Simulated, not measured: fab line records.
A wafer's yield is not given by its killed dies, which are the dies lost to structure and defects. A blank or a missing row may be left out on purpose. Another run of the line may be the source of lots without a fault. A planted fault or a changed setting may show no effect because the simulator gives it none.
Code-filled problem report in 8D (eight disciplines) form -- flow n5_finfet -- the parts of the form that need people (team, actions taken, sign-off) are left out

== 1. WHAT IS WRONG ==
At N5_HKMG_FIN_ETCH_31, etch_rf_on_time_s averages 110.1 s over 2 wafers from 2 lots, while fault-free wafers read 76.5 s, standard deviation 1.6. That is +21 standard deviations from the usual mean.
The step: etches SiARC in CF4, target depth 45.5 nm, time 75.8 s.
Earliest sighting: wafer L169.5 on rie_diel-05 at day 5 16:34. The record has a number at this step for 29 wafers belonging to 10 lots. The rule behind "out" and "out of limits": a value lying over 4 standard deviations away from the usual mean. Any other wafer with a number is counted as sound.

== 2. WHAT IT IS; WHAT IT IS NOT ==
question,is,is not
which readings at this step,etch_rf_on_time_s,"oes_product_au, rf_vpp_V, showerhead_plenum_p_Torr, throttle_valve_pct"
which lots,"L169, L170","L164, L167, L177, L180, L181, L182, L184, L186"
which wafers of those lots,"L169.5, L170.5","L169.1, L169.4, L170.1, L170.3"
read on which tools,rie_diel-05,"rie_diel-03, rie_diel-04"
when,from day 5 16:34,"up to then (8 sound wafers); but 19 sound wafers of L170, L177, L180, L181, L182, L184, L186 came after"

== 3. SUSPECTS, AND WHAT RULES EACH OUT ==
Counting: if a tool at a process step up to the reading ran every lot that is out, it stays a suspect. Sound lots after the first of them don't rule it out here, since some wafers of a struck lot are sound.
- plasma_asher-01 at N5_HKMG_FIN_STRIP_60 (strips in N2/H2, time 360 s): kept. It ran every lot that is out, first L169 (day 5 13:29).
- rie_diel-05 at N5_HKMG_FIN_ETCH_31 (etches SiARC in CF4, target depth 45.5 nm, time 75.8 s): kept. It processed each lot that is out (first: L169, day 5 16:34); up to then, its last sound lot is L167 (day 5 04:28). Out on those wafers are its own readings of etch_rf_on_time_s.
The count leaves rie_diel-05 at N5_HKMG_FIN_ETCH_31 and plasma_asher-01 at N5_HKMG_FIN_STRIP_60.

== 4. THE CAUSE (what the simulator had put in) ==
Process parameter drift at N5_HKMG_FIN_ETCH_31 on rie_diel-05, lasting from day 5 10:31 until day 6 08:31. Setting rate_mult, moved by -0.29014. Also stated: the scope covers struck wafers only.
2 suspects survive the count, and this tool is in that group.

== 5. THE EFFECT CHAIN, in route order ==
One row per reading whose mean, taken over the struck wafers that have a number, lies over 3 standard deviations from the usual. Readings are gone through only where the record gives a usual standard deviation; hours: the median, over the lots, of the time from a lot's start at the first step in this table giving one to that lot's start at this step; sigmas: the change measured in usual standard deviations.
hours,step,reading,usual,on struck wafers,change,sigmas
0,N5_HKMG_FIN_ETCH_31,etch_rf_on_time_s,76.5 s,110.1,+33.6,+21
Process steps it contains:
- N5_HKMG_FIN_ETCH_31: etches SiARC in CF4, target depth 45.5 nm, time 75.8 s.
At these later measuring or inspecting steps, every struck wafer for which the step has a row has a number for every such reading, and none has moved that far: N5_BEOL_M4_RC_MEAS_101.

== 6. HOW IT WOULD HAVE BEEN CAUGHT EARLIER ==
The fault began at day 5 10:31; the first out-of-limits reading in this record came at day 5 16:34, 6 hours later.
